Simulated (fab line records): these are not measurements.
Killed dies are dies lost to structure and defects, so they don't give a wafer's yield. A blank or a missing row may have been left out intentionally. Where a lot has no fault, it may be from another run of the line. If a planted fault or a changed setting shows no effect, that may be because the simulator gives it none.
Problem report, 8D (eight disciplines) form, completed by code || flow n5 finfet || the parts of the form that need people (team, actions taken, sign-off) are left out

== 1. THE PROBLEM ==
cd nm at N5_BEOL_M7_CD_MEAS_28 reads a mean of 38.20 nm on 1 wafer of 1 lot; wafers without a fault read 40.05 nm with a standard deviation of 0.21. That puts it -8.8 standard deviations away from the usual mean.
The step: target cd 40 nm.
Seen first at day 10 12:08 on cd sem-02, wafer L423.1. Wafers with a number at this step in the record: 30, from 10 lots. Rule for "out" (also "out of limits"): further than 4 standard deviations from the usual mean. The other wafers with a number count as sound.

== 2. WHAT IT IS, AND WHAT IT ISN'T ==
{"question": "which readings at this step", "is": "cd nm", "is not": "-"}
{"question": "which lots", "is": "L423", "is not": "L417, L420, L421, L426, L432, L433, L438, L439, L440"}
{"question": "which wafers of those lots", "is": "L423.1", "is not": "L423.2, L423.5"}
{"question": "read on which gauges", "is": "cd sem-02", "is not": "cd sem-01, cd sem-03"}
{"question": "when", "is": "from day 10 12:08", "is not": "up to then (11 sound wafers); but 18 sound wafers of L426, L432, L433, L438, L439, L440 came after"}

== 3. THE SUSPECTS, EACH WITH WHAT RULES IT OUT ==
Counting: any tool at a process step up to the reading remains a suspect provided it ran every lot that is out. Sound lots after the first of them don't rule it out here, since some wafers of a struck lot are sound.
- the gauge at N5_BEOL_M7_CD_MEAS_28: kept. All the wafers that are out were read on cd sem-02, and no step on other tools shows them out.
- pvd sputter-02 at N5_BEOL_M7_HM_DEP_02 (deposits TiN, target thk 20 nm): kept. It ran the lot that is out, L423 (day 10 09:48).
- euv scanner-01 at N5_BEOL_M7_EXPOSE_25 (exposes mask V6, target cd 40 nm): kept. It processed L423, the lot that is out, at day 10 12:00, and its most recent sound lot before then was L421 at day 9 17:59.
Left after counting: pvd sputter-02 at N5_BEOL_M7_HM_DEP_02, euv scanner-01 at N5_BEOL_M7_EXPOSE_25, cd sem-02 at N5_BEOL_M7_CD_MEAS_28.

== 4. THE CAUSE (what the simulator had put in) ==
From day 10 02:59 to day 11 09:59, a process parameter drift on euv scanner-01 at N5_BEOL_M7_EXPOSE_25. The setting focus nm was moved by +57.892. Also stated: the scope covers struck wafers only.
Counting leaves 3 suspects; this tool is one of them.

== 5. SEQUENCE OF EFFECTS, ordered by route ==
Each row: a reading where the mean over the struck wafers with a number is more than 3 standard deviations away from the usual. Scope: only readings with a usual standard deviation given in the record; hours: median across lots of the time from each lot's start at the first step in this table that gives one to its start at this step; sigmas: change in usual standard deviations.
{"hours": 0, "step": "N5_BEOL_M7_CD_MEAS_28", "reading": "cd nm", "usual": "40.05 nm", "on struck wafers": 38.20, "change": -1.85, "sigmas": -8.8}

== 6. WHAT WOULD HAVE CAUGHT IT SOONER ==
In this record the first reading out of limits at a measuring or inspecting step was taken at day 10 12:08, 9 hours after the fault began at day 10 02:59.
Of the tool readings at N5_BEOL_M7_EXPOSE_25 for which the record gives a usual standard deviation, none was out on any struck wafer, so an alarm limit of 4 standard deviations on them would not have fired.
By day 10 12:08 the whole set of lots that are out, 1 in number, had already begun N5_BEOL_M7_EXPOSE_25 on euv scanner-01. Tool hold at that time: it would have spared none of them.
